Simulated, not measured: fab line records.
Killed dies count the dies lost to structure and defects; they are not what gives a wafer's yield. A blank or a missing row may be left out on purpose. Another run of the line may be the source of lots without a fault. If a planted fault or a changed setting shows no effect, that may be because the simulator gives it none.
Lot-split experiment / flow n5 finfet / route with 1938 steps; 7 lots, 21 wafers read

## SPLIT DETAILS
At N5_BEOL_M3_COAT_61 (time 60 s, resist thk 60 nm), the setting spin rpm was moved away from the recipe's 1500 rpm on 6 of the 21 wafers read, by -8.1% to +8.3%. For the rest of the wafers, this setting stayed at what the recipe calls for.

## FROM THE SPLIT TO THE READING: what the file shows between them, 4 steps
- N5_BEOL_M3_COAT_62: time 60 s, resist thk 12 nm
- N5_BEOL_M3_COAT_73: time 60 s, resist thk 5 nm
- N5_BEOL_M3_ETCH_74: etches underlayer in N2/H2, target depth 6.5 nm, time 5.2 s
- N5_BEOL_M3_ETCH_63: etches SiARC in CF4, target depth 15.6 nm, time 26 s

## THE READING
etch.depth nm (the simulator's own value, which no gauge read), in nm, at N5_BEOL_M3_ETCH_64 (etches SOC in N2/H2, target depth 75 nm, overetch 15 nm, time 112.5 s). No usual value for it is given in the file. Here, 15 wafers ran the recipe; their average is 60.08 nm with a standard deviation of 0.12 nm.

wafer=L080.1; tool, chamber at the split=litho track-01, 0; spin rpm as run, rpm=1500; against the recipe=recipe; etch.depth nm, nm=60.15; against lot-mates on the recipe=-
wafer=L080.2; tool, chamber at the split=litho track-01, 0; spin rpm as run, rpm=1500; against the recipe=recipe; etch.depth nm, nm=60.22; against lot-mates on the recipe=-
wafer=L080.4; tool, chamber at the split=litho track-01, 0; spin rpm as run, rpm=1379; against the recipe=-8.1%; etch.depth nm, nm=62.82; against lot-mates on the recipe=+2.63
wafer=L084.2; tool, chamber at the split=litho track-04, 0; spin rpm as run, rpm=1500; against the recipe=recipe; etch.depth nm, nm=59.87; against lot-mates on the recipe=-
wafer=L084.4; tool, chamber at the split=litho track-04, 0; spin rpm as run, rpm=1500; against the recipe=recipe; etch.depth nm, nm=59.86; against lot-mates on the recipe=-
wafer=L084.5; tool, chamber at the split=litho track-04, 0; spin rpm as run, rpm=1411; against the recipe=-5.9%; etch.depth nm, nm=61.72; against lot-mates on the recipe=+1.86
wafer=L085.2; tool, chamber at the split=litho track-04, 0; spin rpm as run, rpm=1500; against the recipe=recipe; etch.depth nm, nm=60.07; against lot-mates on the recipe=-
wafer=L085.5; tool, chamber at the split=litho track-04, 0; spin rpm as run, rpm=1500; against the recipe=recipe; etch.depth nm, nm=59.93; against lot-mates on the recipe=-
wafer=L085.6; tool, chamber at the split=litho track-04, 0; spin rpm as run, rpm=1500; against the recipe=recipe; etch.depth nm, nm=60.14; against lot-mates on the recipe=-
wafer=L090.2; tool, chamber at the split=litho track-04, 0; spin rpm as run, rpm=1500; against the recipe=recipe; etch.depth nm, nm=59.95; against lot-mates on the recipe=-
wafer=L090.4; tool, chamber at the split=litho track-04, 0; spin rpm as run, rpm=1425; against the recipe=-5.0%; etch.depth nm, nm=61.5; against lot-mates on the recipe=+1.55
wafer=L090.5; tool, chamber at the split=litho track-04, 0; spin rpm as run, rpm=1425; against the recipe=-5.0%; etch.depth nm, nm=61.18; against lot-mates on the recipe=+1.23
wafer=L094.1; tool, chamber at the split=litho track-04, 0; spin rpm as run, rpm=1500; against the recipe=recipe; etch.depth nm, nm=60.05; against lot-mates on the recipe=-
wafer=L094.4; tool, chamber at the split=litho track-04, 0; spin rpm as run, rpm=1500; against the recipe=recipe; etch.depth nm, nm=60.19; against lot-mates on the recipe=-
wafer=L094.5; tool, chamber at the split=litho track-04, 0; spin rpm as run, rpm=1500; against the recipe=recipe; etch.depth nm, nm=60.06; against lot-mates on the recipe=-
wafer=L093.1; tool, chamber at the split=litho track-01, 0; spin rpm as run, rpm=1500; against the recipe=recipe; etch.depth nm, nm=60.29; against lot-mates on the recipe=-
wafer=L093.3; tool, chamber at the split=litho track-01, 0; spin rpm as run, rpm=1624; against the recipe=+8.3%; etch.depth nm, nm=58.06; against lot-mates on the recipe=-2.23
wafer=L093.6; tool, chamber at the split=litho track-01, 0; spin rpm as run, rpm=1624; against the recipe=+8.3%; etch.depth nm, nm=57.97; against lot-mates on the recipe=-2.32
wafer=L095.1; tool, chamber at the split=litho track-04, 0; spin rpm as run, rpm=1500; against the recipe=recipe; etch.depth nm, nm=60.05; against lot-mates on the recipe=-
wafer=L095.2; tool, chamber at the split=litho track-04, 0; spin rpm as run, rpm=1500; against the recipe=recipe; etch.depth nm, nm=60.14; against lot-mates on the recipe=-
wafer=L095.4; tool, chamber at the split=litho track-04, 0; spin rpm as run, rpm=1500; against the recipe=recipe; etch.depth nm, nm=60.17; against lot-mates on the recipe=-

THE FIT
A straight line over all 21 wafers: etch.depth nm changes by -0.273 nm for each +1% of spin rpm; r = -0.99; the points scatter about the line by 0.18 nm.
The same after taking each lot's own level away (the mean of its wafers on the recipe; 21 wafers): -0.291 nm for each +1%; r = -1.00; scatter 0.11 nm.
Per that fit: largest spin rpm move, reading shift of 2.4 nm.
From 59.865 to 60.290 nm: that is the span of the lots' own levels, equal to 3.4 times the standard deviation above.
Consequently the slope shifts little with the lot-to-lot level, the two slopes agreeing.
Check: with one of the wafers moved furthest among these (+8.3%) left out of the fit, the line predicts -2.45 nm for it against its lot-mates. It came out at -2.23 nm against them.

## OTHER SPLITS ON THESE WAFERS
Other splits were also applied to these wafers ahead of the reading. Each is held against what the fit with the lots' levels taken away leaves over:
other split on the same wafers=N5_BEOL_M2_ILD_DEP_00 time s; wafers away from the commonest value=9; r with etch.depth nm (lot level and that fit taken away)=-0.10
other split on the same wafers=N5_BEOL_M2_ETCH_70 bias w; wafers away from the commonest value=4; r with etch.depth nm (lot level and that fit taken away)=-0.04

## THE WHOLE CHAIN: every reading that the file lists as answering this split, in the file's order
step=N5_BEOL_M3_COAT_61; what it does=time 60 s, resist thk 60 nm; reading=SOC_of_BEOL_M3_COAT_61.thk nm (the simulator's own value, which no gauge read); change (the file's fit)=-0.297 nm for each +1% of the setting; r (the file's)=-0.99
step=N5_BEOL_M3_ETCH_64; what it does=etches SOC in N2/H2, target depth 75 nm, overetch 15 nm, time 112.5 s; reading=etch.depth nm (the simulator's own value, which no gauge read); change (the file's fit)=-0.3 nm for each +1% of the setting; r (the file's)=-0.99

## THE FILE'S OWN FIT
etch.depth nm changes by -0.3 nm for each +1% of spin rpm, r = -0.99.
